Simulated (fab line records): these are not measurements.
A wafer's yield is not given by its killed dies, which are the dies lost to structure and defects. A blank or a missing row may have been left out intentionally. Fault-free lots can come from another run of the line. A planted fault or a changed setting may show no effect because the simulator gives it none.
fab line records -- flow nand-harc -- part 1 of 2: steps 1 to 21 of 31
record: lots: 5, wafers: 15, last-day: 35
route steps=1302 shown A_STAIRCASE@889 A_SGD_CUT@890
lots that met no fault: from a run of the same line without faults
start-h: hours from the record's opening day to when the first of the lot's shown wafers began -- wait-h: how many hours have passed since the lot's step before this one -- " repeats the value in the row above -- L1.1+2: a row that stands for several wafers -- - no value, or no start given -- * or withheld: withheld -- < > ~ a bound
route shown NAME@n: a module of which the file shows steps, and the number in the route of the first -- usual: mean/standard deviation of fault-free wafers -- same: alike in all rows -- chamber/n: place in a boat -- sites: the reading at each site -- _std_site: how widely they spread, as a standard deviation -- _edge_site: inner sites' mean taken away from outer sites' mean -- radius-mm: how far each site lies from the wafer's centre -- mask NAME#n: copy n -- behind: the tool/chamber that last shaped the wafer -- hold: the reason the lot was held/the length of the hold in hours/how it ended -- device: which transistor (n, p or np) failed to switch -- end of line: tests of these same wafers at the route's end -- where a step has no rows: the recipe by itself -- killed: the dies lost at the first sort to structure and to defects; this is not the yield of the wafer -- map: a wafer's dies, x killed, . not, _ none there
set.NAME: the setting that was run; set.NAME@STEP: the one run at that earlier step -- model.NAME: the simulator's own value behind a step, which no gauge read
lots seen at some steps along the route; tables by step, rows by wafer
services: when a tool's chamber went out of use (start-h, in hours from the record's first day, below 0 if earlier), for how many hours, and the reason
== steps ==
step: NHARC_A_STAIRCASE_INSPECT_155
usual: raw-defect-count: 437/130
lot.wafer,tool,chamber,start-h,wait-h,raw-defect-count
L077.4,defect-inspect-02,-,456.91,0.1,641
L077.5,defect-inspect-02,-,456.91,0.1,457
L077.6,defect-inspect-02,-,456.91,0.1,425
L078.4,defect-inspect-01,-,465.09,0.1,484
L078.5,defect-inspect-01,-,465.09,0.1,474
L078.6,defect-inspect-01,-,465.09,0.1,479
L081.2,defect-inspect-01,-,495.93,0.1,879
L081.3,defect-inspect-01,-,495.93,0.1,699
L081.6,defect-inspect-01,-,495.93,0.1,465
L083.1,defect-inspect-02,-,528.82,0.1,322
L083.3,defect-inspect-02,-,528.82,0.1,397
L083.4,defect-inspect-02,-,528.82,0.1,274
L097.1,defect-inspect-01,-,671.13,0.1,579
L097.5,defect-inspect-01,-,671.13,0.1,645
L097.6,defect-inspect-01,-,671.13,0.1,571
step: NHARC_A_SGD_CUT_DEP_00
recipe: target-thk-a: 500, temp-c: 400, target-thk-nm: 50, flow-sccm: 200, rf-w: 450, material: SiNx
usual: heater-power-w: 683/110
lot.wafer,tool,chamber,start-h,wait-h,heater-power-w
L077.5,pecvd-01,2,457.06,0.2,686
L077.6,pecvd-01,0,457.06,0.2,682
L077.4,pecvd-01,1,457.06,0.2,584
L078.4,pecvd-03,0,465.24,0.1,524
L078.5,pecvd-03,1,465.24,0.1,554
L078.6,pecvd-03,2,465.24,0.1,543
L081.3,pecvd-01,2,495.99,0.1,754
L081.2,pecvd-01,1,495.99,0.1,548
L081.6,pecvd-01,2,495.99,0.1,759
L083.1,pecvd-01,0,528.89,0.1,779
L083.3,pecvd-01,2,528.89,0.1,733
L083.4,pecvd-01,1,528.89,0.1,649
L097.1,pecvd-03,1,671.20,0.1,667
L097.6,pecvd-03,1,671.20,0.1,643
L097.5,pecvd-03,2,671.20,0.1,570
step: NHARC_A_SGD_CUT_DEHYDRATE_01
recipe: temp-c: 150, time-s: 120
usual: chill-plate-temp-C: 22.98/0.1, exhaust-pa: 45.2/1.1
lot.wafer,tool,chamber,start-h,wait-h,chill-plate-temp-C,exhaust-pa
L077.4,litho-track-06,0,457.25,0.1,22.88,45.5
L077.5,litho-track-06,0,457.25,0.1,22.90,44.6
L077.6,litho-track-06,0,457.25,0.1,22.88,45.7
L078.4,litho-track-06,0,465.43,0.2,22.81,44.5
L078.5,litho-track-06,0,465.43,0.2,22.77,44.9
L078.6,litho-track-06,0,465.43,0.2,22.75,43.8
L081.2,litho-track-06,0,496.27,0.2,23.05,46.0
L081.3,litho-track-06,0,496.27,0.2,23.23,45.2
L081.6,litho-track-06,0,496.27,0.2,23.07,45.2
L083.1,litho-track-04,0,529.18,0.3,22.95,43.9
L083.3,litho-track-04,0,529.18,0.3,22.99,44.5
L083.4,litho-track-04,0,529.18,0.3,23.15,44.1
L097.1,litho-track-04,0,671.47,0.2,23.03,44.3
L097.5,litho-track-04,0,671.47,0.2,22.85,43.9
L097.6,litho-track-04,0,671.47,0.2,22.94,44.8
step: NHARC_A_SGD_CUT_HMDS_02
recipe: time-s: 30
usual: chill-plate-temp-C: 23.02/0.1, exhaust-pa: 44.9/0.87
lot.wafer,tool,chamber,start-h,wait-h,chill-plate-temp-C,exhaust-pa
L077.4,litho-track-06,0,-,-,22.90,47.3
L077.5,litho-track-06,0,-,-,23.17,46.0
L077.6,litho-track-06,0,-,-,22.99,44.9
L078.4,litho-track-06,0,-,-,23.10,46.1
L078.5,litho-track-06,0,-,-,23.16,45.3
L078.6,litho-track-06,0,-,-,23.06,45.4
L081.2,litho-track-06,0,-,-,23.04,42.8
L081.3,litho-track-06,0,-,-,23.12,44.8
L081.6,litho-track-06,0,-,-,23.16,45.5
L083.1,litho-track-04,0,-,-,23.01,46.0
L083.3,litho-track-04,0,-,-,22.85,44.8
L083.4,litho-track-04,0,-,-,22.91,46.1
L097.1,litho-track-04,0,-,-,22.90,43.9
L097.5,litho-track-04,0,-,-,23.03,44.1
L097.6,litho-track-04,0,-,-,23.02,43.1
step: NHARC_A_SGD_CUT_COAT_56
recipe: temp-c: 260, time-s: 75
usual: chill-plate-temp-C: 23.00/0.097, exhaust-pa: 45.0/0.81
lot.wafer,tool,chamber,start-h,wait-h,chill-plate-temp-C,exhaust-pa
L077.4,litho-track-06,0,-,-,23.10,44.9
L077.5,litho-track-06,0,-,-,23.12,44.6
L077.6,litho-track-06,0,-,-,22.87,45.0
L078.4,litho-track-06,0,-,-,22.98,44.5
L078.5,litho-track-06,0,-,-,23.05,43.5
L078.6,litho-track-06,0,-,-,22.93,44.5
L081.2,litho-track-06,0,-,-,22.90,47.0
L081.3,litho-track-06,0,-,-,23.00,45.0
L081.6,litho-track-06,0,-,-,23.01,45.2
L083.1,litho-track-04,0,-,-,23.01,45.2
L083.3,litho-track-04,0,-,-,23.02,46.0
L083.4,litho-track-04,0,-,-,23.10,45.5
L097.1,litho-track-04,0,-,-,22.95,45.1
L097.5,litho-track-04,0,-,-,22.95,44.9
L097.6,litho-track-04,0,-,-,22.93,45.5
step: NHARC_A_SGD_CUT_COAT_57
recipe: temp-c: 225, time-s: 65
usual: chill-plate-temp-C: 23.00/0.11, exhaust-pa: 45.2/0.81
lot.wafer,tool,chamber,start-h,wait-h,chill-plate-temp-C,exhaust-pa
L077.4,litho-track-06,0,-,-,23.11,45.3
L077.5,litho-track-06,0,-,-,23.03,44.4
L077.6,litho-track-06,0,-,-,23.06,44.0
L078.4,litho-track-06,0,-,-,23.08,45.0
L078.5,litho-track-06,0,-,-,23.06,44.5
L078.6,litho-track-06,0,-,-,22.94,46.7
L081.2,litho-track-06,0,-,-,22.81,45.1
L081.3,litho-track-06,0,-,-,22.95,44.7
L081.6,litho-track-06,0,-,-,22.81,45.7
L083.1,litho-track-04,0,-,-,23.09,46.5
L083.3,litho-track-04,0,-,-,23.03,45.3
L083.4,litho-track-04,0,-,-,23.02,44.4
L097.1,litho-track-04,0,-,-,22.95,45.5
L097.5,litho-track-04,0,-,-,22.85,44.6
L097.6,litho-track-04,0,-,-,22.85,44.8
step: NHARC_A_SGD_CUT_COAT_03
recipe: spin-rpm: 1500, resist-thk-nm: 90
usual: chill-plate-temp-C: 22.98/0.088, exhaust-pa: 44.8/0.94
lot.wafer,tool,chamber,start-h,wait-h,chill-plate-temp-C,exhaust-pa
L077.4,litho-track-06,0,-,-,23.05,46.2
L077.5,litho-track-06,0,-,-,23.13,45.0
L077.6,litho-track-06,0,-,-,23.16,43.7
L078.4,litho-track-06,0,-,-,22.94,45.6
L078.5,litho-track-06,0,-,-,23.02,45.1
L078.6,litho-track-06,0,-,-,22.88,44.5
L081.2,litho-track-06,0,-,-,22.95,45.4
L081.3,litho-track-06,0,-,-,22.90,44.2
L081.6,litho-track-06,0,-,-,23.12,45.1
L083.1,litho-track-04,0,-,-,22.93,46.0
L083.3,litho-track-04,0,-,-,23.07,43.6
L083.4,litho-track-04,0,-,-,23.07,44.2
L097.1,litho-track-04,0,-,-,22.80,46.2
L097.5,litho-track-04,0,-,-,22.79,45.2
L097.6,litho-track-04,0,-,-,23.02,46.1
step: NHARC_A_SGD_CUT_SOFTBAKE_04
recipe: temp-c: 105, time-s: 55
usual: chill-plate-temp-C: 22.98/0.1, exhaust-pa: 44.9/0.85
lot.wafer,tool,chamber,start-h,wait-h,chill-plate-temp-C,exhaust-pa
L077.4,litho-track-06,0,-,-,23.04,46.8
L077.5,litho-track-06,0,-,-,22.95,47.0
L077.6,litho-track-06,0,-,-,23.03,45.8
L078.4,litho-track-06,0,-,-,23.07,44.6
L078.5,litho-track-06,0,-,-,23.03,45.4
L078.6,litho-track-06,0,-,-,22.91,44.3
L081.2,litho-track-06,0,-,-,22.81,42.8
L081.3,litho-track-06,0,-,-,23.09,44.8
L081.6,litho-track-06,0,-,-,22.93,44.7
L083.1,litho-track-04,0,-,-,23.03,45.2
L083.3,litho-track-04,0,-,-,22.87,45.0
L083.4,litho-track-04,0,-,-,22.93,44.3
L097.1,litho-track-04,0,-,-,22.96,46.2
L097.5,litho-track-04,0,-,-,23.11,43.0
L097.6,litho-track-04,0,-,-,22.89,44.1
step: NHARC_A_SGD_CUT_EBR_05
usual: chill-plate-temp-C: 23.02/0.097, exhaust-pa: 45.2/0.87
lot.wafer,tool,chamber,start-h,wait-h,chill-plate-temp-C,exhaust-pa
L077.4,litho-track-06,0,-,-,23.08,46.3
L077.5,litho-track-06,0,-,-,23.02,45.4
L077.6,litho-track-06,0,-,-,23.03,47.1
L078.4,litho-track-06,0,-,-,22.93,46.7
L078.5,litho-track-06,0,-,-,23.07,44.6
L078.6,litho-track-06,0,-,-,22.97,44.4
L081.2,litho-track-06,0,-,-,23.01,44.8
L081.3,litho-track-06,0,-,-,23.01,45.0
L081.6,litho-track-06,0,-,-,22.99,45.5
L083.1,litho-track-04,0,-,-,23.05,44.4
L083.3,litho-track-04,0,-,-,23.06,45.8
L083.4,litho-track-04,0,-,-,23.09,45.0
L097.1,litho-track-04,0,-,-,23.20,44.3
L097.5,litho-track-04,0,-,-,23.05,45.2
L097.6,litho-track-04,0,-,-,23.08,45.3
step: NHARC_A_SGD_CUT_EXPOSE_06
recipe: na: 1.35, dose-mj: 85.59, mask-id: SGD
lot.wafer,tool,chamber,start-h,wait-h,mask
L077.4+5+6,arfi-scanner-01,0,457.57,-,SGD#0
L078.4+5+6,arfi-scanner-01,0,465.75,-,SGD#0
L081.2+3+6,arfi-scanner-01,0,496.58,-,SGD#0
L083.1+3+4,arfi-scanner-01,0,529.49,-,SGD#0
L097.1+5+6,arfi-scanner-03,0,671.78,-,SGD#0
step: NHARC_A_SGD_CUT_PEB_07
recipe: peb-temp-c: 100, peb-time-s: 65
usual: chill-plate-temp-C: 23.02/0.11, exhaust-pa: 45.0/0.83
lot.wafer,tool,chamber,start-h,wait-h,chill-plate-temp-C,exhaust-pa
L077.4,litho-track-06,0,457.62,0.0,23.06,45.0
L077.5,litho-track-06,0,457.62,0.0,23.16,43.2
L077.6,litho-track-06,0,457.62,0.0,23.19,43.8
L078.4,litho-track-06,0,465.80,0.0,23.08,47.4
L078.5,litho-track-06,0,465.80,0.0,22.97,46.3
L078.6,litho-track-06,0,465.80,0.0,22.92,46.9
L081.2,litho-track-04,0,496.64,0.1,23.08,44.2
L081.3,litho-track-04,0,496.64,0.1,23.01,43.7
L081.6,litho-track-04,0,496.64,0.1,23.09,45.0
L083.1,litho-track-01,0,529.55,0.1,23.18,43.4
L083.3,litho-track-01,0,529.55,0.1,23.12,44.6
L083.4,litho-track-01,0,529.55,0.1,23.04,44.7
L097.1,litho-track-01,0,671.84,0.1,23.05,44.6
L097.5,litho-track-01,0,671.84,0.1,23.08,44.3
L097.6,litho-track-01,0,671.84,0.1,23.19,44.7
step: NHARC_A_SGD_CUT_DEVELOP_08
recipe: develop-time-s: 35, dev-temp-c: 23
usual: chill-plate-temp-C: 23.02/0.12, developer-temp-C: 22.99/0.12, exhaust-pa: 44.9/0.77
lot.wafer,tool,chamber,start-h,wait-h,chill-plate-temp-C,developer-temp-C,exhaust-pa
L077.4,litho-track-06,0,-,-,23.10,22.97,45.1
L077.5,litho-track-06,0,-,-,22.98,22.98,45.3
L077.6,litho-track-06,0,-,-,23.02,23.08,45.1
L078.4,litho-track-06,0,-,-,23.06,22.93,47.3
L078.5,litho-track-06,0,-,-,22.91,22.98,46.4
L078.6,litho-track-06,0,-,-,22.97,23.06,46.1
L081.2,litho-track-04,0,-,-,22.75,22.77,45.0
L081.3,litho-track-04,0,-,-,22.96,22.90,44.8
L081.6,litho-track-04,0,-,-,22.89,22.94,44.6
L083.1,litho-track-01,0,-,-,23.03,22.93,45.1
L083.3,litho-track-01,0,-,-,23.14,23.01,45.6
L083.4,litho-track-01,0,-,-,23.14,22.91,45.7
L097.1,litho-track-01,0,-,-,23.16,22.88,44.9
L097.5,litho-track-01,0,-,-,23.22,22.89,44.7
L097.6,litho-track-01,0,-,-,23.14,22.85,45.3
step: NHARC_A_SGD_CUT_CD_MEAS_09
recipe: target-cd-nm: 100, landing-energy-ev: 500
usual: cd-nm: 99.7/0.57
lot.wafer,tool,chamber,start-h,wait-h,cd-nm
L077.4,cd-sem-02,0,457.70,-,98.9
L077.5,cd-sem-02,0,457.70,-,99.3
L077.6,cd-sem-02,0,457.70,-,98.7
L078.4,cd-sem-01,0,465.89,-,101.0
L078.5,cd-sem-01,0,465.89,-,101.6
L078.6,cd-sem-01,0,465.89,-,101.3
L081.2,cd-sem-01,0,496.72,-,99.7
L081.3,cd-sem-01,0,496.72,-,99.3
L081.6,cd-sem-01,0,496.72,-,98.8
L083.1,cd-sem-01,0,529.63,-,98.8
L083.3,cd-sem-01,0,529.63,-,98.4
L083.4,cd-sem-01,0,529.63,-,99.2
L097.1,cd-sem-03,0,671.92,-,99.7
L097.5,cd-sem-03,0,671.92,-,100.5
L097.6,cd-sem-03,0,671.92,-,99.9
step: NHARC_A_SGD_CUT_OVL_MEAS_10
usual: overlay-x-nm: 0.2/1.1, overlay-y-nm: -0.3/0.67
lot.wafer,tool,chamber,start-h,wait-h,overlay-x-nm,overlay-y-nm
L077.4,overlay-01,-,457.79,-,0.8,0.5
L077.5,overlay-01,-,457.79,-,0.6,0.1
L077.6,overlay-01,-,457.79,-,0.7,0.9
L078.4,overlay-02,-,465.97,-,-0.1,-1.0
L078.5,overlay-02,-,465.97,-,0.1,-1.0
L078.6,overlay-02,-,465.97,-,0.0,-0.6
L081.2,overlay-01,-,496.81,-,2.1,-0.6
L081.3,overlay-01,-,496.81,-,2.3,-0.5
L081.6,overlay-01,-,496.81,-,2.4,-0.8
L083.1,overlay-02,-,529.72,-,0.5,-0.3
L083.3,overlay-02,-,529.72,-,0.0,-0.3
L083.4,overlay-02,-,529.72,-,0.3,0.3
L097.1,overlay-01,-,672.01,-,1.2,-0.5
L097.5,overlay-01,-,672.01,-,1.6,-1.0
L097.6,overlay-01,-,672.01,-,1.3,-1.1
step: NHARC_A_SGD_CUT_INSPECT_11
usual: raw-defect-count: 62/32
lot.wafer,tool,chamber,start-h,wait-h,raw-defect-count
L077.4,defect-inspect-01,-,457.82,0.0,26
L077.5,defect-inspect-01,-,457.82,0.0,23
L077.6,defect-inspect-01,-,457.82,0.0,25
L078.4,defect-inspect-02,-,466.00,0.0,35
L078.5,defect-inspect-02,-,466.00,0.0,30
L078.6,defect-inspect-02,-,466.00,0.0,28
L081.2,defect-inspect-01,-,496.84,0.0,107
L081.3,defect-inspect-01,-,496.84,0.0,119
L081.6,defect-inspect-01,-,496.84,0.0,93
L083.1,defect-inspect-01,-,529.75,0.0,25
L083.3,defect-inspect-01,-,529.75,0.0,29
L083.4,defect-inspect-01,-,529.75,0.0,20
L097.1,defect-inspect-02,-,672.05,0.0,104
L097.5,defect-inspect-02,-,672.05,0.0,91
L097.6,defect-inspect-02,-,672.05,0.0,88
step: NHARC_A_SGD_CUT_DESCUM_14
recipe: time-s: 3, o2-flow-sccm: 200, ar-flow-sccm: 0, bias-power-w: 0, chemistry: O2
usual: drypump-motor-current-A: 5.6/0.43, o2-flow-sccm: 200.0/0.59, oes-product-au: 1.001/0.01, rf-vpp-V: 57.8/0.92, showerhead-plenum-p-Torr: 1.90/0.1, throttle-valve-pct: 11.312/0.0094
lot.wafer,tool,chamber,start-h,wait-h,drypump-motor-current-A,o2-flow-sccm,oes-product-au,rf-hours-counter-h,rf-vpp-V,showerhead-plenum-p-Torr,throttle-valve-pct
L077.4,rie-diel-02,2,457.91,0.1,5.7,199.9,1.014,2,58.2,2.03,11.310
L077.5,rie-diel-02,3,457.91,0.1,5.8,200.5,1.012,-,58.7,2.06,11.310
L077.6,rie-diel-02,0,457.91,0.1,5.1,200.9,1.010,-,58.2,2.01,11.316
L078.4,rie-diel-02,2,466.06,0.1,5.7,199.4,1.010,3,57.9,2.03,11.337
L078.6,rie-diel-02,2,466.06,0.1,5.7,199.7,1.020,-,58.3,2.03,11.301
L078.5,rie-diel-02,3,466.06,0.1,5.8,200.2,1.005,-,58.1,2.06,11.298
L081.2,rie-diel-13,3,496.90,0.1,6.2,200.6,0.991,11,57.6,1.79,11.305
L081.3,rie-diel-13,1,496.90,0.1,5.4,200.2,1.003,6,57.9,1.80,11.320
L081.6,rie-diel-13,3,496.90,0.1,6.2,200.7,0.998,-,58.0,1.79,11.322
L083.4,rie-diel-13,3,529.82,0.1,6.2,199.9,1.014,0,58.3,1.79,11.306
L083.3,rie-diel-13,1,529.82,0.1,5.4,200.7,1.012,0,56.9,1.79,11.296
L083.1,rie-diel-13,2,529.82,0.1,5.0,199.5,1.016,0,58.0,1.81,11.324
L097.1,rie-diel-13,1,672.11,0.1,5.4,200.9,1.000,8,57.5,1.79,11.309
L097.6,rie-diel-13,1,672.11,0.1,5.4,200.0,0.999,-,57.8,1.79,11.309
L097.5,rie-diel-13,2,672.11,0.1,5.0,200.3,0.995,-,57.4,1.81,11.299
step: NHARC_A_SGD_CUT_ETCH_58
recipe: target-depth-a: 390, over-etch-frac: 0.3, time-s: 65, ion-energy-ev: 80, cf4-flow-sccm: 150, ar-flow-sccm: 0, rf-w: 300, bias-w: 100, chemistry: CF4
usual: drypump-motor-current-A: 5.6/0.42, oes-product-au: 1.000/0.01, rf-vpp-V: 151.1/1.4, showerhead-plenum-p-Torr: 1.76/0.088, throttle-valve-pct: 13.283/0.0089
lot.wafer,tool,chamber,start-h,wait-h,drypump-motor-current-A,oes-product-au,rf-hours-counter-h,rf-vpp-V,showerhead-plenum-p-Torr,throttle-valve-pct
L077.4,rie-diel-02,2,457.97,0.1,5.7,1.004,2,152.3,1.87,13.279
L077.6,rie-diel-02,2,457.97,0.1,5.7,1.016,-,153.3,1.87,13.287
L077.5,rie-diel-02,3,457.97,0.1,5.8,0.993,-,153.1,1.90,13.285
L078.4,rie-diel-02,3,466.16,0.1,5.8,0.989,3,153.1,1.89,13.270
L078.6,rie-diel-02,1,466.16,0.1,5.2,1.002,-,152.8,1.84,13.277
L078.5,rie-diel-02,2,466.16,0.1,5.7,1.010,-,152.8,1.87,13.272
L081.2,rie-diel-13,1,496.99,0.1,5.4,1.012,6,150.1,1.67,13.278
L081.3,rie-diel-13,3,496.99,0.1,6.2,1.005,11,149.0,1.66,13.282
L081.6,rie-diel-13,0,496.99,0.1,5.5,1.011,-,151.1,1.71,13.278
L083.1,rie-diel-13,3,529.91,0.1,6.2,1.012,0,148.3,1.66,13.294
L083.3,rie-diel-13,0,529.91,0.1,5.5,0.993,0,151.0,1.71,13.279
L083.4,rie-diel-13,1,529.91,0.1,5.4,1.018,0,148.8,1.67,13.280
L097.1,rie-diel-13,1,672.21,0.1,5.4,1.007,8,150.0,1.67,13.271
L097.6,rie-diel-13,2,672.21,0.1,5.0,0.996,-,149.7,1.68,13.295
L097.5,rie-diel-13,3,672.21,0.1,6.2,1.004,-,150.4,1.66,13.280
step: NHARC_A_SGD_CUT_ETCH_59
recipe: target-depth-a: 2600, over-etch-frac: 0.25, time-s: 406.25, ion-energy-ev: 200, n2-flow-sccm: 150, h2-flow-sccm: 150, ar-flow-sccm: 0, rf-w: 400, bias-w: 150, chemistry: N2/H2
usual: drypump-motor-current-A: 5.6/0.41, oes-product-au: 1.003/0.0096, rf-vpp-V: 430/3.2, showerhead-plenum-p-Torr: 2.02/0.11, throttle-valve-pct: 14.172/0.0085
lot.wafer,tool,chamber,start-h,wait-h,drypump-motor-current-A,oes-product-au,rf-hours-counter-h,rf-vpp-V,showerhead-plenum-p-Torr,throttle-valve-pct
L077.4,rie-diel-02,0,-,-,5.1,0.990,2,434,2.14,14.182
L077.6,rie-diel-02,0,-,-,5.1,0.989,-,433,2.14,14.171
L077.5,rie-diel-02,1,-,-,5.2,1.008,-,432,2.13,14.183
L078.4,rie-diel-02,1,-,-,5.2,0.993,4,433,2.13,14.178
L078.5,rie-diel-02,2,-,-,5.7,1.012,-,435,2.17,14.158
L078.6,rie-diel-02,3,-,-,5.8,0.998,-,436,2.20,14.184
L081.3,rie-diel-13,0,-,-,5.5,0.999,14,429,1.97,14.161
L081.2,rie-diel-13,3,-,-,6.2,0.995,11,425,1.90,14.169
L081.6,rie-diel-13,0,-,-,5.5,1.007,-,429,1.97,14.165
L083.1,rie-diel-13,3,-,-,6.2,1.006,0,428,1.90,14.161
L083.4,rie-diel-13,0,-,-,5.5,0.986,0,430,1.97,14.186
L083.3,rie-diel-13,1,-,-,5.4,1.003,0,427,1.91,14.164
L097.1,rie-diel-13,2,-,-,5.1,0.995,10,427,1.92,14.171
L097.5,rie-diel-13,3,-,-,6.2,1.008,-,427,1.90,14.150
L097.6,rie-diel-13,0,-,-,5.5,0.997,-,428,1.97,14.194
step: NHARC_A_SGD_CUT_ETCH_15
recipe: target-depth-a: 750, time-s: 64.3, ch3f-flow-sccm: 50, o2-flow-sccm: 30, ar-flow-sccm: 200, rf-w: 500, bias-w: 100, chemistry: CH3F/O2
usual: drypump-motor-current-A: 5.6/0.42, o2-flow-sccm: 30.00/0.1, oes-product-au: 0.962/0.019, rf-vpp-V: 263.7/2, showerhead-plenum-p-Torr: 2.44/0.13, throttle-valve-pct: 20.662/0.0096
lot.wafer,tool,chamber,start-h,wait-h,drypump-motor-current-A,o2-flow-sccm,oes-product-au,rf-hours-counter-h,rf-vpp-V,showerhead-plenum-p-Torr,throttle-valve-pct
L077.4,rie-diel-02,0,-,-,5.1,29.72,0.931,2,265.3,2.58,20.662
L077.6,rie-diel-02,0,-,-,5.1,29.81,0.950,-,265.7,2.58,20.680
L077.5,rie-diel-02,1,-,-,5.2,29.94,0.955,-,266.7,2.56,20.630
L078.4,rie-diel-02,3,-,-,5.8,29.99,0.959,3,266.5,2.64,20.659
L078.5,rie-diel-02,3,-,-,5.8,30.06,0.967,-,267.1,2.64,20.678
L078.6,rie-diel-02,0,-,-,5.1,30.05,0.967,-,265.6,2.58,20.673
L081.2,rie-diel-13,0,-,-,5.5,30.06,0.964,14,262.7,2.38,20.666
L081.3,rie-diel-13,1,-,-,5.4,30.02,0.981,7,262.9,2.31,20.655
L081.6,rie-diel-13,0,-,-,5.5,29.86,0.971,-,261.9,2.38,20.668
L083.1,rie-diel-13,0,-,-,5.5,30.12,0.962,0,262.0,2.38,20.652
L083.4,rie-diel-13,1,-,-,5.3,30.12,0.991,0,263.6,2.31,20.652
L083.3,rie-diel-13,3,-,-,6.2,30.03,0.963,0,261.9,2.30,20.662
L097.1,rie-diel-13,1,-,-,5.4,29.92,0.959,8,261.5,2.31,20.661
L097.5,rie-diel-13,0,-,-,5.5,29.91,0.966,-,263.0,2.37,20.654
L097.6,rie-diel-13,1,-,-,5.4,29.99,0.955,-,262.1,2.31,20.670
step: NHARC_A_SGD_CUT_ETCH_16
recipe: target-depth-a: 3105, time-s: 155.2, c4f8-flow-sccm: withheld, o2-flow-sccm: 8, ar-flow-sccm: withheld, rf-w: 600, bias-w: 800, chemistry: C4F8/O2/Ar
usual: oes-product-au: 0.973/0.016, rf-vpp-V: 722/5.3
lot.wafer,tool,chamber,start-h,wait-h,oes-product-au,rf-hours-counter-h,rf-vpp-V
L077.4,rie-diel-02,2,-,-,0.964,2,727
L077.5,rie-diel-02,0,-,-,0.944,-,728
L077.6,rie-diel-02,1,-,-,0.969,-,729
L078.4,rie-diel-02,2,-,-,0.982,3,728
L078.6,rie-diel-02,3,-,-,0.980,-,730
L078.5,rie-diel-02,0,-,-,0.976,-,728
L081.2,rie-diel-13,2,-,-,0.994,14,717
L081.3,rie-diel-13,0,-,-,0.984,14,719
L081.6,rie-diel-13,1,-,-,0.990,-,716
L083.1,rie-diel-13,0,-,-,0.973,0,721
L083.3,rie-diel-13,1,-,-,0.990,0,716
L083.4,rie-diel-13,2,-,-,0.979,0,717
L097.1,rie-diel-13,1,-,-,0.973,8,717
L097.6,rie-diel-13,2,-,-,0.956,-,717
L097.5,rie-diel-13,3,-,-,0.978,-,714
step: NHARC_A_SGD_CUT_STRIP_60
recipe: c4f8-flow-sccm: withheld, o2-flow-sccm: 8, ar-flow-sccm: withheld, bias-w: 0, chemistry: C4F8/O2/Ar
lot.wafer,tool,chamber,start-h,wait-h
L077.4+6+5,rie-diel-02,"3,3,0",-,-
L078.4+5+6,rie-diel-02,"1,3,0",-,-
L081.2+3+6,rie-diel-13,"0,2,1",-,-
L083.3+4+1,rie-diel-13,"1,2,0",-,-
L097.1+6+5,rie-diel-13,"0,2,3",-,-
